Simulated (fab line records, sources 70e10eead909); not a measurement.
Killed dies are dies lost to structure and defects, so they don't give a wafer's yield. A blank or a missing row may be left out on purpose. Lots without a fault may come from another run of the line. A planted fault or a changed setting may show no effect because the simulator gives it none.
Which tool did it? | flow nand_harc | 11 lots, 33 wafers sampled, at 5 steps of a route of 1159

WHAT THE GAUGES READ, wafer by wafer
NHARC_END_SORT_01.
lot  | measured     | on        | defect_limited_yield (%)
L668 | day 24 18:07 | prober-01 | 95.1 96.9 95.7

WHICH TOOL RAN EACH LOT (tool, then ch and the chambers of the sampled wafers, then the start)
lot  | NHARC_P_M1_ETCH_35                 | NHARC_P_M1_STRIP_18                | NHARC_P_M1_PVD_21                       | NHARC_P_M1_ANNEAL_31
L648 | rie_diel-04 ch 0,2,3, day 6 08:43  | rie_diel-04 ch 0,1,2, day 6 09:02  | pvd_sputter-03, day 6 10:23 or earlier  | rtp_anneal-01 ch 0, day 6 10:23
L647 | rie_diel-12 ch 1,3, day 6 09:13    | rie_diel-04 ch 0,1,2, day 6 09:31  | pvd_sputter-02, day 6 10:57 or earlier  | rtp_anneal-01 ch 0, day 6 10:57
L649 | rie_diel-12 ch 2,3, day 6 17:11    | rie_diel-08 ch 1,2,3, day 6 17:28  | pvd_sputter-03, day 6 18:58 or earlier  | rtp_anneal-02 ch 0, day 6 18:58
L650 | rie_diel-12 ch 0,1,2, day 6 18:39  | rie_diel-08 ch 2,3, day 6 18:56    | pvd_sputter-02, day 6 20:24 or earlier  | rtp_anneal-01 ch 0, day 6 20:24
L652 | rie_diel-04 ch 2,3, day 7 11:17    | rie_diel-04 ch 2,3, day 7 11:38    | pvd_sputter-02, day 7 13:03 or earlier  | rtp_anneal-02 ch 0, day 7 13:03
L655 | rie_diel-08 ch 0,1,2, day 7 21:36  | rie_diel-08 ch 1,3, day 7 21:55    | pvd_sputter-02, day 7 23:25 or earlier  | rtp_anneal-01 ch 0, day 7 23:25
L656 | rie_diel-08 ch 0,1,2, day 8 13:26  | rie_diel-08 ch 1,3, day 8 13:44    | pvd_sputter-01, day 8 15:11 or earlier  | rtp_anneal-02 ch 0, day 8 15:11
L658 | rie_diel-08 ch 0,1,2, day 9 02:37  | rie_diel-12 ch 0,1, day 9 02:56    | pvd_sputter-03, day 9 04:22 or earlier  | rtp_anneal-01 ch 0, day 9 04:22
L664 | rie_diel-12 ch 0,1,3, day 10 04:42 | rie_diel-12 ch 1,2,3, day 10 05:01 | pvd_sputter-01, day 10 06:27 or earlier | rtp_anneal-02 ch 0, day 10 06:27
L669 | rie_diel-12 ch 0,1,2, day 11 09:56 | rie_diel-08 ch 0,2,3, day 11 10:16 | pvd_sputter-01, day 11 11:43 or earlier | rtp_anneal-01 ch 0, day 11 11:43
L668 | rie_diel-04 ch 1,2,3, day 11 10:43 | rie_diel-08 ch 0,3, day 11 11:01   | pvd_sputter-02, day 11 12:23 or earlier | rtp_anneal-02 ch 0, day 11 12:23
- NHARC_P_M1_ETCH_35: etches the open film in N2/H2, target depth 40 nm, overetch 12 nm, time 43.94 s.
- NHARC_P_M1_STRIP_18: strips in N2/H2.
- NHARC_P_M1_PVD_21: deposits Cu, target thk 30 nm, time 20.49 s.
- NHARC_P_M1_ANNEAL_31: time 90 s.

THE ANSWER, worked out from the rows above alone
Rule: what is usual is taken from the lots themselves. Put in order of their means at a reading, lots are off if they are a third of the lots or fewer, leave a main group of 4 or more, and stand apart from it by a gap of 3 or more times the standard deviation of the main group's means; of several such gaps the widest counts. A main group whose means are all the same, to the digits that the tables above print for the reading, isn't used. A lot without any number at a reading at which 4 lots or more have one is off too. The other lots that the step has rows for count as sound.
No lot is off at any reading shown: from this, nothing can be told.

WHAT THE SIMULATOR HAD PUT IN
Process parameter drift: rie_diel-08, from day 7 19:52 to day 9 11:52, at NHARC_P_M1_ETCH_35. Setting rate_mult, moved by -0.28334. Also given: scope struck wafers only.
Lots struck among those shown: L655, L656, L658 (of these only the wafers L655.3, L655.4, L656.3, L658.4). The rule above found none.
